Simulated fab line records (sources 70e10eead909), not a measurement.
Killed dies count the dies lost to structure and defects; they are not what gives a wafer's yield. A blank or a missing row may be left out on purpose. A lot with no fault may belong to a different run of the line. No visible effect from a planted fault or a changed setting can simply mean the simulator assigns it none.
fab line records	flow nand_harc
record: lots: 11	wafers: 33	last_day: 34
route steps=1302 shown A_STAIRCASE@736 END@1302
lots with no fault: from the same line, run without faults
start_h: hours from the record's opening day to when the first of the lot's shown wafers began	wait_h: how many hours have passed since the lot's step before this one	" repeats the value in the row above	L1.1+2: several wafers, shown together as one row	- either no value or no given start	* or withheld: withheld	< > ~ a bound
route shown NAME@n: names a module that has steps shown in the file, with the first one's number in the route	usual: mean/standard deviation taken from wafers without a fault	same: alike in all rows	chamber/n: place in a boat	sites: each site's reading	_std_site: how widely they spread, as a standard deviation	_edge_site: outer sites' mean less inner sites'	radius_mm: how far each site lies from the wafer's centre	mask NAME#n: copy n	behind: the most recent tool/chamber to have shaped the wafer	hold: cause of the lot's hold/its duration in hours/its outcome	device: the n, p or np transistor that did not switch	end of line: the same wafers' tests at the end of the route	step lacking rows: just its recipe	killed: dies that structure and defects cost at the first sort, which is not the same as the wafer's yield	map: shows each die of a wafer: x if killed, . if not, _ if none is there
set.NAME: the setting as run; set.NAME@STEP: as run at that earlier step	model.NAME: the simulator's own value behind a step, which no gauge read
a sample of lots followed through the steps of the route, with each step as a table and each wafer as a row
services: when a tool's chamber went out of use (start_h, in hours from the record's first day, below 0 if earlier), for how many hours, and the reason
== steps ==
step: NHARC_A_STAIRCASE_TRIM_222
recipe: time_s: 211.2	o2_flow_sccm: 500	ar_flow_sccm: 0	bias_w: 0	chemistry: O2
usual: drypump_motor_current_A: 5.86/0.28	mfc_ar_sccm: 0.009/0.011	oes_product_au: 1.001/0.01	rf_vpp_V: 57.9/1	showerhead_plenum_p_Torr: 3.59/0.13	throttle_valve_pct: 17.037/0.0096
same: bias_w: 0
lot.wafer	tool	chamber	start_h	wait_h	drypump_motor_current_A	mfc_ar_sccm	oes_product_au	rf_hours_counter_h	rf_vpp_V	showerhead_plenum_p_Torr	throttle_valve_pct
L403.1	rie_diel-09	3	-	-	5.86	0.025	1.015	12	56.8	3.77	17.030
L403.2	"	2	"	"	6.54	0.009	1.001	11	57.4	3.55	17.049
L403.5	"	0	"	"	5.98	0	1.009	-	58.9	3.66	17.038
L404.4	rie_diel-09	2	-	-	6.50	0.009	1.005	16	57.7	3.54	17.012
L404.6	"	1	"	"	5.91	0.030	1.010	-	57.2	3.44	17.053
L404.5	"	2	"	"	6.45	0.009	0.991	-	58.9	3.54	17.044
L405.3	rie_diel-02	2	-	-	5.81	0.002	0.979	53	58.9	3.45	17.027
L405.4	"	0	"	"	6.17	0	0.995	54	57.4	3.74	17.056
L405.6	"	2	"	"	5.79	0.002	0.978	-	57.4	3.45	17.031
L407.4	rie_diel-02	0	-	-	6.17	0	0.995	2	58.0	3.74	17.031
L407.5	"	3	"	"	5.28	0	0.994	-	57.9	3.65	17.031
L407.6	"	0	"	"	6.14	0	1.001	-	57.5	3.74	17.057
L410.3	rie_diel-09	3	-	-	5.85	0.025	1.025	42	58.9	3.75	17.026
L410.2	"	0	"	"	6.01	0	1.009	39	58.1	3.64	17.044
L410.6	"	2	"	"	6.45	0.009	1.004	-	57.6	3.54	17.039
L418.2	rie_diel-12	1	-	-	5.86	0.014	1.005	20	57.7	3.56	17.056
L418.3	"	2	"	"	5.67	0	1.018	14	58.4	3.61	17.025
L418.5	"	1	"	"	5.85	0.014	1.005	-	56.9	3.56	17.044
L419.1	rie_diel-12	1	-	-	5.87	0.014	1.001	26	58.3	3.55	17.024
L419.2	"	2	"	"	5.64	0	1.021	18	58.6	3.60	17.040
L419.5	"	3	"	"	5.91	0	0.992	-	58.9	3.80	17.042
L420.4	rie_diel-12	1	-	-	5.86	0.014	0.997	31	58.0	3.55	17.042
L420.2	"	0	"	"	5.69	0.021	0.995	29	57.5	3.54	17.020
L420.5	"	1	"	"	5.85	0.014	0.998	-	58.5	3.55	17.014
L424.2	rie_diel-12	2	-	-	5.66	0	1.000	43	57.5	3.59	17.027
L424.6	"	0	"	"	5.71	0.021	0.992	-	58.7	3.53	17.044
L424.4	"	3	"	"	5.90	0	0.978	-	59.0	3.78	17.035
L425.4	rie_diel-02	1	-	-	5.66	0	1.008	2	57.9	3.34	17.045
L425.2	"	3	"	"	5.28	0	1.003	3	58.7	3.62	17.035
L425.6	"	1	"	"	5.66	0	1.005	-	56.3	3.34	17.043
L426.5	rie_diel-12	3	-	-	5.87	0	0.999	-	57.3	3.78	17.029
L426.4	"	0	"	"	5.68	0.021	0.998	-	57.8	3.53	17.036
L426.6	"	2	"	"	5.67	0	1.006	-	58.0	3.59	17.017
step: NHARC_A_STAIRCASE_TRIM_224
recipe: time_s: 211.2	o2_flow_sccm: 500	ar_flow_sccm: 0	bias_w: 0	chemistry: O2
usual: drypump_motor_current_A: 5.86/0.27	mfc_ar_sccm: 0.009/0.011	oes_product_au: 1.002/0.0092	rf_vpp_V: 57.9/0.88	showerhead_plenum_p_Torr: 3.58/0.13	throttle_valve_pct: 17.037/0.0095
same: bias_w: 0
lot.wafer	tool	chamber	start_h	wait_h	drypump_motor_current_A	mfc_ar_sccm	oes_product_au	rf_hours_counter_h	rf_vpp_V	showerhead_plenum_p_Torr	throttle_valve_pct
L403.1	rie_diel-09	2	-	-	6.48	0.009	0.998	11	57.4	3.55	17.040
L403.2	"	3	"	"	5.87	0.025	1.018	12	58.5	3.77	17.044
L403.5	"	3	"	"	5.86	0.025	1.007	-	56.5	3.77	17.023
L404.4	rie_diel-09	0	-	-	5.97	0	1.011	16	58.3	3.65	17.045
L404.6	"	1	"	"	5.88	0.030	1.008	-	55.6	3.44	17.037
L404.5	"	2	"	"	6.55	0.009	1.004	-	57.5	3.55	17.044
L405.4	rie_diel-02	1	-	-	5.66	0	0.999	52	57.8	3.37	17.027
L405.3	"	3	"	"	5.28	0	1.016	54	59.4	3.66	17.035
L405.6	"	1	"	"	5.69	0	0.999	-	58.5	3.37	17.045
L407.4	rie_diel-02	2	-	-	5.79	0.002	0.993	3	56.7	3.44	17.044
L407.6	"	3	"	"	5.27	0	1.008	-	58.1	3.65	17.041
L407.5	"	0	"	"	6.14	0	0.997	-	59.0	3.74	17.031
L410.3	rie_diel-09	3	-	-	5.85	0.025	1.010	42	58.9	3.75	17.031
L410.2	"	0	"	"	5.95	0	1.005	39	58.4	3.64	17.026
L410.6	"	1	"	"	5.84	0.030	0.996	-	57.0	3.44	17.047
L418.2	rie_diel-12	0	-	-	5.71	0.021	0.995	18	57.4	3.55	17.023
L418.3	"	1	"	"	5.86	0.014	1.008	20	56.4	3.56	17.029
L418.5	"	0	"	"	5.72	0.021	0.996	-	58.9	3.55	17.039
L419.1	rie_diel-12	2	-	-	5.65	0	1.007	18	59.1	3.60	17.051
L419.2	"	3	"	"	5.89	0	0.992	17	58.7	3.80	17.033
L419.5	"	1	"	"	5.87	0.014	1.003	-	59.3	3.55	17.031
L420.4	rie_diel-12	2	-	-	5.67	0	1.011	23	56.7	3.60	17.030
L420.2	"	1	"	"	5.86	0.014	0.993	31	58.2	3.55	17.033
L420.5	"	3	"	"	5.90	0	0.980	-	57.3	3.80	17.034
L424.2	rie_diel-12	0	-	-	5.71	0.021	1.008	45	57.4	3.53	17.038
L424.6	"	3	"	"	5.90	0	0.993	-	57.5	3.78	17.036
L424.4	"	0	"	"	5.71	0.021	1.000	-	56.7	3.53	17.043
L425.4	rie_diel-02	0	-	-	6.12	0	1.007	3	59.2	3.71	17.031
L425.2	"	3	"	"	5.27	0	0.995	3	57.9	3.62	17.039
L425.6	"	0	"	"	6.12	0	0.995	-	58.6	3.71	17.045
L426.4	rie_diel-12	3	-	-	5.89	0	0.985	47	58.1	3.78	17.049
L426.5	"	1	"	"	5.86	0.014	0.995	-	57.8	3.54	17.026
L426.6	"	2	"	"	5.67	0	1.013	-	58.8	3.59	17.027
step: NHARC_A_STAIRCASE_ETCH_230
recipe: target_depth_a: 1000	time_s: 40.5	ion_energy_ev: 400	c4f8_flow_sccm: 20	o2_flow_sccm: 10	ar_flow_sccm: withheld	rf_w: 600	bias_w: 1000	chemistry: C4F8/O2
usual: bias_w: 999.6/3	oes_product_au: 0.951/0.017	rf_vpp_V: 898/4.5
lot.wafer	tool	chamber	start_h	wait_h	bias_w	oes_product_au	rf_hours_counter_h	rf_vpp_V
L403.2	rie_diel-09	3	-	-	997.2	0.954	12	905
L403.1	"	0	"	"	1006.6	0.935	10	901
L403.5	"	2	"	"	999.3	0.951	-	896
L404.4	rie_diel-09	1	-	-	997.6	0.956	9	892
L404.5	"	0	"	"	1002.2	0.936	-	902
L404.6	"	1	"	"	995.7	0.971	-	892
L405.3	rie_diel-09	1	-	-	1001.0	0.959	11	894
L405.6	"	3	"	"	1000.5	0.953	-	904
L405.4	"	0	"	"	1003.2	0.948	-	900
L407.4	rie_diel-02	3	-	-	1003.8	0.940	3	897
L407.5	"	2	"	"	1000.2	0.941	-	893
L407.6	"	3	"	"	1000.2	0.935	-	900
L410.3	rie_diel-12	1	-	-	996.1	0.931	53	897
L410.2	"	3	"	"	1000.2	0.904	50	886
L410.6	"	1	"	"	996.0	0.922	-	898
L418.2	rie_diel-12	0	-	-	995.3	0.936	18	896
L418.3	"	2	"	"	1002.7	0.943	15	898
L418.5	"	2	"	"	999.6	0.949	-	897
L419.2	rie_diel-12	2	-	-	1003.4	0.973	18	898
L419.1	"	1	"	"	996.0	0.931	26	897
L419.5	"	3	"	"	994.6	0.944	-	905
L420.4	rie_diel-09	0	-	-	1003.3	0.968	9	900
L420.2	"	2	"	"	996.2	0.996	11	897
L420.5	"	0	"	"	998.4	0.972	-	900
L424.4	rie_diel-09	3	-	-	999.3	0.930	25	904
L424.2	"	1	"	"	1000.2	0.926	28	892
L424.6	"	3	"	"	1002.3	0.943	-	902
L425.4	rie_diel-09	3	-	-	1002.2	0.990	28	902
L425.2	"	1	"	"	1002.2	0.977	30	892
L425.6	"	0	"	"	999.2	0.958	-	901
L426.4	rie_diel-02	2	-	-	1005.7	0.978	4	893
L426.6	"	1	"	"	996.7	0.962	-	888
L426.5	"	2	"	"	1002.5	0.977	-	893
step: NHARC_A_STAIRCASE_TRIM_231
recipe: time_s: 211.2	o2_flow_sccm: 500	ar_flow_sccm: 0	bias_w: 0	chemistry: O2
usual: drypump_motor_current_A: 5.85/0.25	mfc_ar_sccm: 0.010/0.011	oes_product_au: 1.001/0.011	rf_vpp_V: 57.9/0.86	showerhead_plenum_p_Torr: 3.58/0.13	throttle_valve_pct: 17.037/0.0091
same: bias_w: 0
lot.wafer	tool	chamber	start_h	wait_h	drypump_motor_current_A	mfc_ar_sccm	oes_product_au	rf_hours_counter_h	rf_vpp_V	showerhead_plenum_p_Torr	throttle_valve_pct
L403.2	rie_diel-09	1	357.81	-	5.88	0.030	1.008	5	57.9	3.44	17.044
L403.1	"	0	"	"	5.98	0	1.008	10	58.8	3.66	17.053
L403.5	"	2	"	"	6.49	0.009	1.007	-	58.3	3.55	17.026
L404.4	rie_diel-09	0	377.21	-	5.96	0	1.018	17	57.3	3.65	17.042
L404.5	"	1	"	"	5.91	0.030	1.004	-	57.4	3.44	17.036
L404.6	"	2	"	"	6.47	0.009	1.002	-	56.1	3.55	17.048
L405.3	rie_diel-09	3	384.92	-	5.86	0.025	1.018	21	58.9	3.76	17.039
L405.4	"	0	"	"	6.00	0	0.999	-	58.2	3.65	17.035
L405.6	"	3	"	"	5.83	0.025	1.019	-	59.5	3.76	17.026
L407.4	rie_diel-02	3	410.53	-	5.27	0	1.011	3	56.2	3.65	17.028
L407.6	"	2	"	"	5.75	0.002	0.995	-	59.0	3.44	17.035
L407.5	"	3	"	"	5.28	0	1.008	-	57.8	3.65	17.044
L410.3	rie_diel-12	2	429.50	-	5.69	0	1.020	52	58.8	3.62	17.043
L410.2	"	3	"	"	5.90	0	0.967	50	57.3	3.27	17.043
L410.6	"	3	"	"	5.89	0	0.971	-	57.1	3.27	17.028
L418.3	rie_diel-12	0	514.87	-	5.71	0.021	1.000	18	56.2	3.54	17.035
L418.2	"	1	"	"	5.89	0.014	0.995	21	57.9	3.56	17.018
L418.5	"	2	"	"	5.66	0	0.826	-	58.0	3.61	17.036
L419.2	rie_diel-12	3	523.52	-	5.89	0	0.991	17	58.7	3.80	17.034
L419.1	"	1	"	"	5.86	0.014	0.818	26	57.9	3.55	17.040
L419.5	"	3	"	"	5.90	0	0.804	-	58.7	3.80	17.028
L420.2	rie_diel-09	1	536.56	-	5.89	0.030	0.994	12	56.9	3.42	17.044
L420.4	"	3	"	"	5.85	0.025	1.011	11	59.9	3.73	17.034
L420.5	"	0	"	"	5.97	0	1.004	-	57.9	3.63	17.034
L424.2	rie_diel-09	0	581.04	-	6.02	0	1.000	20	57.7	3.62	17.043
L424.4	"	1	"	"	5.91	0.030	1.005	28	59.6	3.41	17.051
L424.6	"	3	"	"	5.86	0.025	1.006	-	58.3	3.73	17.044
L425.2	rie_diel-09	3	590.29	-	5.86	0.025	1.009	28	58.6	3.72	17.039
L425.4	"	1	"	"	5.90	0.030	0.997	30	57.3	3.41	17.036
L425.6	"	3	"	"	5.83	0.025	1.003	-	58.6	3.72	17.041
L426.4	rie_diel-02	1	591.04	-	5.64	0	1.000	4	58.6	3.34	17.048
L426.6	"	2	"	"	5.77	0.002	1.021	-	57.1	3.42	17.034
L426.5	"	3	"	"	5.27	0	0.998	-	58.0	3.62	17.037
step: NHARC_END_SORT_01
recipe: temp_c: 25
usual: killed_at_array: 56/19	killed_at_other: 0.8/1.1	killed_at_periphery: 3.4/2.5	killed_dies: 60/19	killed_open: 2.9/1.7	killed_short: 2.4/1.6
same: gross_dies: 677
lot.wafer	tool	chamber	start_h	wait_h	hold	killed_at_array	killed_at_other	killed_at_periphery	killed_dies	killed_open	killed_short
L418.2	prober-01	0	717.65	2.8	await_dispo/3.3h/release	77	0	3	80	2	2
L418.3	prober-01	0	718.44	3.1	await_dispo/3.3h/release	94	0	3	97	2	1
L418.5	prober-01	0	720.03	3.7	await_dispo/3.3h/release	650	0	0	650	2	4
L419.1	prober-01	0	729.62	2.5	await_dispo/1.9h/release	640	3	0	643	3	5
L419.2	prober-01	0	730.42	2.8	await_dispo/1.9h/release	42	2	3	47	3	4
L419.5	prober-01	0	732.82	3.7	await_dispo/1.9h/release	653	2	3	658	3	3
L420.2	prober-02	0	730.41	2.8	-	32	0	2	34	1	5
L420.4	prober-02	0	732.00	3.4	-	24	0	2	26	3	1
L420.5	prober-02	0	732.80	3.7	-	29	1	4	34	7	4
killed by level:class
L418.2 A_SLIT:chamber_film_flake=25 A_CHANNEL_HOLE_D1:chamber_film_flake=23 A_CHANNEL_HOLE_D2:chamber_film_flake=20 A_ONON_D1:geometric_particle:short=1 A_ONON_D2:geometric_particle:short=1 A_WL_FILL:geometric_particle:open=1 A_M0:geometric_particle:open=1 P_STI:chamber_film_flake=1
L418.3 A_SLIT:chamber_film_flake=33 A_CHANNEL_HOLE_D2:chamber_film_flake=29 A_CHANNEL_HOLE_D1:chamber_film_flake=27 A_M1:chamber_film_flake=2 P_GATE:geometric_particle:open=1 P_M0:geometric_particle:short=1 A_CHANNEL_FILL_D2:geometric_particle:open=1 P_ZERO_WELL:chamber_film_flake=1
L418.5 A_STAIRCASE:area_trim=567 A_SLIT:chamber_film_flake=30 A_CHANNEL_HOLE_D1:chamber_film_flake=29 A_CHANNEL_HOLE_D2:chamber_film_flake=16 A_SOURCE_PLATE:geometric_particle:short=1 A_CHANNEL_FILL_D1:geometric_particle:open=1 A_DECK1_JOINT:geometric_particle:open=1 A_CHANNEL_HOLE_D2:geometric_particle:short=1
L419.1 A_STAIRCASE:area_trim=596 A_CHANNEL_HOLE_D2:chamber_film_flake=22 A_CHANNEL_HOLE_D1:chamber_film_flake=8 A_CONTACT:chamber_film_flake=4 THIN_TSV:chamber_film_flake=3 A_ONON_D1:geometric_particle:short=2 A_ONON_D1:geometric_particle:open=1 A_DECK1_JOINT:geometric_particle:open=1
L420.2 A_CHANNEL_HOLE_D1:chamber_film_flake=11 A_SLIT:chamber_film_flake=5 A_CONTACT:chamber_film_flake=3 A_WL_FILL:chamber_film_flake=3 A_WL_FILL:geometric_particle:short=2 A_SGD_CUT:chamber_film_flake=2 P_STI:geometric_particle:short=1 A_ONON_D1:geometric_particle:open=1
L419.2 A_CHANNEL_HOLE_D2:chamber_film_flake=22 A_CHANNEL_HOLE_D1:chamber_film_flake=7 A_CONTACT:chamber_film_flake=6 A_CHANNEL_FILL_D2:geometric_particle:short=2 A_WL_FILL:geometric_particle:short=2 THIN_TSV:chamber_film_flake=2 P_M0:geometric_particle:open=1 A_SGD_CUT:geometric_particle:open=1
L420.4 A_CHANNEL_HOLE_D1:chamber_film_flake=7 A_SLIT:chamber_film_flake=6 A_CONTACT:chamber_film_flake=5 P_CONTACT:geometric_particle:open=1 A_DECK1_JOINT:geometric_particle:open=1 A_ONON_D2:geometric_particle:short=1 A_M0:geometric_particle:open=1 P_ZERO_WELL:chamber_film_flake=1
L420.5 A_CHANNEL_HOLE_D1:chamber_film_flake=9 A_CONTACT:chamber_film_flake=6 A_DECK1_JOINT:geometric_particle:open=3 A_ONON_D1:geometric_particle:short=2 A_CHANNEL_HOLE_D1:geometric_particle:short=2 P_GATE:chamber_film_flake=2 A_SLIT:chamber_film_flake=2 P_M0:geometric_particle:open=1
L419.5 A_STAIRCASE:area_trim=607 A_CHANNEL_HOLE_D2:chamber_film_flake=18 A_CHANNEL_HOLE_D1:chamber_film_flake=11 A_CONTACT:chamber_film_flake=7 P_STI:chamber_film_flake=2 A_SLIT:chamber_film_flake=2 THIN_TSV:chamber_film_flake=2 P_M0:geometric_particle:open=1
== services ==
tool	chamber	start_h	hours	kind
rie_diel-09	1	343.46	7.0	repair
rie_diel-09	1	351.65	5.3	repair
rie_diel-09	0	353.66	-	clean
rie_diel-09	2	353.66	-	clean
rie_diel-09	3	353.66	-	clean
rie_diel-09	0	378.22	-	clean
rie_diel-09	1	378.22	-	clean
rie_diel-09	2	378.22	-	clean
rie_diel-09	3	378.22	-	clean
rie_diel-09	2	384.43	16.1	repair
rie_diel-02	-	393.85	9.0	pm
rie_diel-09	0	402.78	-	clean
rie_diel-09	1	402.78	-	clean
rie_diel-09	2	402.78	-	clean
rie_diel-09	3	402.78	-	clean
rie_diel-09	0	427.28	-	clean
rie_diel-09	1	427.28	-	clean
rie_diel-12	-	445.96	9.0	pm
rie_diel-12	2	474.63	9.5	repair
rie_diel-09	1	490.75	10.6	repair
rie_diel-09	0	497.32	16.6	repair
rie_diel-09	-	497.91	9.0	pm
rie_diel-09	0	566.90	9.3	repair
rie_diel-02	-	570.88	9.0	pm
== key ==
first_sign: step: NHARC_A_STAIRCASE_TRIM_231	reading: oes_product_au	direction: down	sigmas: 17	usual: 1.001	struck: 0.816
effect: step: NHARC_END_SORT_01	reading: killed_at_array	direction: up	sigmas: 32	usual: 56	struck: 648
more_kills_born_at: NHARC_A_STAIRCASE_TRIM_231@rie_diel-12: 1770
met_at NHARC_A_STAIRCASE_TRIM_231
struck_lots L418,L419
struck_wafers L418.5,L419.1,L419.5
later_rows_left_out L418.5,L419.1,L419.5
tester_left_out L418,L419
not_acting_at NHARC_A_STAIRCASE_TRIM_222,NHARC_A_STAIRCASE_TRIM_224,NHARC_A_STAIRCASE_ETCH_230
onset_between 429.50 514.87
fault: kind: process_parameter_drift	tool: rie_diel-12	chamber: -	onset_h: 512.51	steps: NHARC_A_STAIRCASE_TRIM_231	channel: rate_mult	offset: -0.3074	shape: step	end_h: 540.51	scope: struck_wafers_only
tester_left_out: of these lots the tester's yield and bins aren't shown, on N5 and GAA mostly nor the transistor test; their killed dies are dies lost to structure and defects alone, not to doping, threshold or leakage, so they don't give the yield
later_rows_left_out: the simulator's readings of these wafers behind a module that went badly wrong aren't trusted and aren't shown, but for the sort
